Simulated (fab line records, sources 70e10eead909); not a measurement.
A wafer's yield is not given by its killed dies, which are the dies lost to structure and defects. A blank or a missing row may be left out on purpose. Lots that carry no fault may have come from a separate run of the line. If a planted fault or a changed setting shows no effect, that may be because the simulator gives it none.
The tool behind it: which one? | flow nand harc | 10 lots with 30 wafers sampled at 5 steps, on a route of 1302 steps

WHAT EACH GAUGE READ, for each wafer
No reading from a measuring or inspecting step in the record can be judged against a usual standard deviation.

EACH LOT AND THE TOOL THAT RAN IT (in order: tool; ch and the chambers of the sampled wafers; start)
lot  | NHARC_A_M1_DESCUM_14               | NHARC_A_M1_ETCH_15                            | NHARC_A_M1_ETCH_28                            | NHARC_A_M1_ECD_22              | NHARC_A_M1_CMP_23
L660 | rie diel-02 ch 0,1,2, day 23 11:19 | rie diel-02 ch 0,1,2, day 23 12:46 or earlier | rie diel-06 ch 0,1,2, day 23 12:46 or earlier | ecd cu-02 ch 0,1, day 23 12:46 | cmp-03 ch 1,2, day 23 13:31
L665 | rie diel-06 ch 1,3, day 25 16:25   | rie diel-06 ch 1,2,3, day 25 17:53 or earlier | rie diel-08 ch 1,3, day 25 17:53 or earlier   | ecd cu-01 ch 0,1, day 25 17:53 | cmp-03 ch 1,2, day 25 18:31
L668 | rie diel-02 ch 2,3, day 26 18:50   | rie diel-02 ch 1,2,3, day 26 20:13 or earlier | rie diel-06 ch 1,2,3, day 26 20:13 or earlier | ecd cu-02 ch 0,1, day 26 20:13 | cmp-01 ch 1,2,3, day 26 20:59
L669 | rie diel-02 ch 1,3, day 27 07:34   | rie diel-02 ch 0,3, day 27 09:00 or earlier   | rie diel-06 ch 0,1,2, day 27 09:00 or earlier | ecd cu-02 ch 0, day 27 09:00   | cmp-01 ch 0,1,2, day 27 09:42
L675 | rie diel-02 ch 2,3, day 29 04:22   | rie diel-02 ch 1,2,3, day 29 05:52 or earlier | rie diel-06 ch 0,1,2, day 29 05:52 or earlier | ecd cu-01 ch 0,1, day 29 05:52 | cmp-03 ch 1,2, day 29 06:34
L677 | rie diel-02 ch 1,2,3, day 30 22:46 | rie diel-02 ch 1,2, day 31 00:14 or earlier   | rie diel-02 ch 0,2, day 31 00:14 or earlier   | ecd cu-02 ch 0,1, day 31 00:14 | cmp-03 ch 0,1,2, day 31 00:54
L676 | rie diel-02 ch 0,1,3, day 31 01:01 | rie diel-02 ch 0,1,3, day 31 02:26 or earlier | rie diel-06 ch 0,1,2, day 31 02:26 or earlier | ecd cu-02 ch 0,1, day 31 02:26 | cmp-01 ch 0,2,3, day 31 03:07
L678 | rie diel-02 ch 0,3, day 31 07:20   | rie diel-02 ch 1,2, day 31 08:49 or earlier   | rie diel-06 ch 1,2,3, day 31 08:49 or earlier | ecd cu-02 ch 0,1, day 31 08:49 | cmp-03 ch 1,2, day 31 09:28
L679 | rie diel-08 ch 0,1,2, day 31 15:47 | rie diel-08 ch 2,3, day 31 17:14 or earlier   | rie diel-02 ch 1,2,3, day 31 17:14 or earlier | ecd cu-01 ch 0,1, day 31 17:14 | cmp-01 ch 0,1,3, day 31 17:56
L681 | rie diel-08 ch 0,1, day 32 09:54   | rie diel-08 ch 2,3, day 32 11:22 or earlier   | rie diel-06 ch 1,2,3, day 32 11:22 or earlier | ecd cu-02 ch 0,1, day 32 11:22 | cmp-02 ch 0,2,3, day 32 12:06
- NHARC_A_M1_DESCUM_14: chemistry O2, time 3 s.
- NHARC_A_M1_ETCH_15: etches the open film in C4F8/Ar, target depth 182.5 nm, time 91.2 s.
- NHARC_A_M1_ETCH_28: etches the open film in CF4/N2, target depth 30 nm, time 72.99 s.
- NHARC_A_M1_ECD_22: material Cu, target thk 400 nm.
- NHARC_A_M1_CMP_23: polishes, t overpolish 20 s, target thk 154.34 nm.

WHAT THE TOOLS THEMSELVES READ (means of the sampled wafers that have a number; where no wafer has one, the mark that the record gives instead)
NHARC_A_M1_DESCUM_14. Usual: drypump motor current A 5.7 A, standard deviation 0.39; mfc ar sccm 0.008 sccm, standard deviation 0.013; oes product au 1.001 a.u., standard deviation 0.012; rf vpp V 57.7 V, standard deviation 0.83; showerhead plenum p Torr 1.90 Torr, standard deviation 0.088; throttle valve pct 11.310 %, standard deviation 0.009.
lot  | tool        | drypump motor current A (A) | mfc ar sccm (sccm) | oes product au (a.u.) | rf vpp V (V) | showerhead plenum p Torr (Torr) | throttle valve pct (%) | flag
L660 | rie diel-02 | 5.7                         | 0.012              | 1.005                 | 57.6         | 1.91                            | 11.305                 |
L665 | rie diel-06 | 5.7                         | 0.003              | 0.991                 | 58.6         | 1.90                            | 11.313                 |
L668 | rie diel-02 | 5.4                         | 0.000              | 1.001                 | 58.6         | 1.88                            | 11.304                 |
L669 | rie diel-02 | 5.4                         | 0.012              | 1.003                 | 57.7         | 1.87                            | 11.312                 |
L675 | rie diel-02 | 5.4                         | 0.000              | 0.997                 | 57.6         | 1.89                            | 11.312                 |
L677 | rie diel-02 | 5.4                         | 0.012              | 0.996                 | 57.2         | 1.86                            | 11.310                 |
L676 | rie diel-02 | 5.7                         | 0.012              | 1.003                 | 59.2         | 1.92                            | 11.311                 |
L678 | rie diel-02 | 6.0                         | 0.000              | 1.015                 | 58.1         | 2.00                            | 11.304                 |
L679 | rie diel-08 | 5.8                         | 0.016              | 1.007                 | 57.7         | 1.88                            | 11.315                 |
L681 | rie diel-08 | 6.0                         | 0.009              | 1.003                 | 57.0         | 1.83                            | 11.307                 |

NHARC_A_M1_ETCH_15. Usual: oes product au 0.950 a.u., standard deviation 0.025; rf fwd power W 594.8 W, standard deviation 2.3; rf vpp V 440.5 V, standard deviation 2.8.
lot  | tool        | oes product au (a.u.) | rf fwd power W (W) | rf vpp V (V) | flag
L660 | rie diel-02 | 0.975                 | 593.5              | 441.6        |
L665 | rie diel-06 | 0.920                 | 592.6              | 441.6        |
L668 | rie diel-02 | 0.962                 | 596.1              | 439.3        |
L669 | rie diel-02 | 0.941                 | 595.5              | 442.1        |
L675 | rie diel-02 | 0.918                 | 595.6              | 438.9        |
L677 | rie diel-02 | 0.948                 | 595.6              | 438.9        |
L676 | rie diel-02 | 0.970                 | 595.8              | 441.8        |
L678 | rie diel-02 | 0.912                 | 594.8              | 438.1        |
L679 | rie diel-08 | 0.987                 | 594.1              | 443.2        |
L681 | rie diel-08 | 0.988                 | 595.8              | 442.8        |

NHARC_A_M1_ETCH_28. Usual: drypump motor current A 5.8 A, standard deviation 0.36; mfc ar sccm 150.1 sccm, standard deviation 0.43; oes product au 1.000 a.u., standard deviation 0.013; rf fwd power W 297.1 W, standard deviation 1.2; rf vpp V 313.9 V, standard deviation 2.1; showerhead plenum p Torr 2.61 Torr, standard deviation 0.11; throttle valve pct 19.793 %, standard deviation 0.0083.
lot  | tool        | drypump motor current A (A) | mfc ar sccm (sccm) | oes product au (a.u.) | rf fwd power W (W) | rf vpp V (V) | showerhead plenum p Torr (Torr) | throttle valve pct (%) | flag
L660 | rie diel-06 | 5.9                         | 150.0              | 1.001                 | 297.0              | 313.7        | 2.59                            | 19.791                 |
L665 | rie diel-08 | 5.9                         | 150.2              | 1.023                 | 298.3              | 315.5        | 2.74                            | 19.794                 |
L668 | rie diel-06 | 5.7                         | 149.9              | 1.003                 | 295.4              | 315.1        | 2.64                            | 19.793                 |
L669 | rie diel-06 | 5.9                         | 150.1              | 1.004                 | 297.0              | 313.4        | 2.58                            | 19.798                 |
L675 | rie diel-06 | 5.9                         | 150.0              | 1.006                 | 297.2              | 313.7        | 2.59                            | 19.793                 |
L677 | rie diel-02 | 6.1                         | 150.1              | 1.005                 | 296.7              | 315.7        | 2.72                            | 19.799                 |
L676 | rie diel-06 | 5.9                         | 150.3              | 0.990                 | 297.2              | 314.0        | 2.58                            | 19.790                 |
L678 | rie diel-06 | 5.7                         | 150.3              | 1.005                 | 296.9              | 314.1        | 2.64                            | 19.799                 |
L679 | rie diel-02 | 5.4                         | 149.5              | 0.996                 | 297.8              | 312.8        | 2.55                            | 19.796                 |
L681 | rie diel-06 | 5.7                         | 150.4              | 1.002                 | 296.4              | 313.8        | 2.64                            | 19.795                 |

NHARC_A_M1_CMP_23. Usual: motor current A 11.3 A, standard deviation 1.1; time to endpoint s 28.5 s, standard deviation 2.8.
lot  | tool   | motor current A (A) | time to endpoint s (s) | flag
L660 | cmp-03 | 10.0                | 28.2                   |
L665 | cmp-03 | 10.4                | 26.6                   |
L668 | cmp-01 | 10.6                | 32.7                   |
L669 | cmp-01 | 10.8                | 34.4                   |
L675 | cmp-03 | 10.2                | 27.7                   |
L677 | cmp-03 | 11.0                | 25.6                   |
L676 | cmp-01 | 11.8                | 32.1                   |
L678 | cmp-03 | 10.2                | 27.1                   |
L679 | cmp-01 | 11.0                | 28.3                   |
L681 | cmp-02 | 12.1                | 28.7                   |

THE ANSWER, worked out from the rows above alone
Rule: a lot is off if the mean of its wafers that have a number lies more than 3 standard deviations from the usual mean. Also off: a lot with no number at a reading for which 4 or more lots have one. Where the step has rows for the other lots, those lots are counted as sound. First the gauges in route order, then the tools' own readings, where a lot's mean is used as printed above. At the first step where some lot is off, the reading lying furthest off is the one used; lots without a number count as furthest.
Nothing can be told from this: no lot is off at any reading shown.

WHAT HAD BEEN PUT IN BY THE SIMULATOR
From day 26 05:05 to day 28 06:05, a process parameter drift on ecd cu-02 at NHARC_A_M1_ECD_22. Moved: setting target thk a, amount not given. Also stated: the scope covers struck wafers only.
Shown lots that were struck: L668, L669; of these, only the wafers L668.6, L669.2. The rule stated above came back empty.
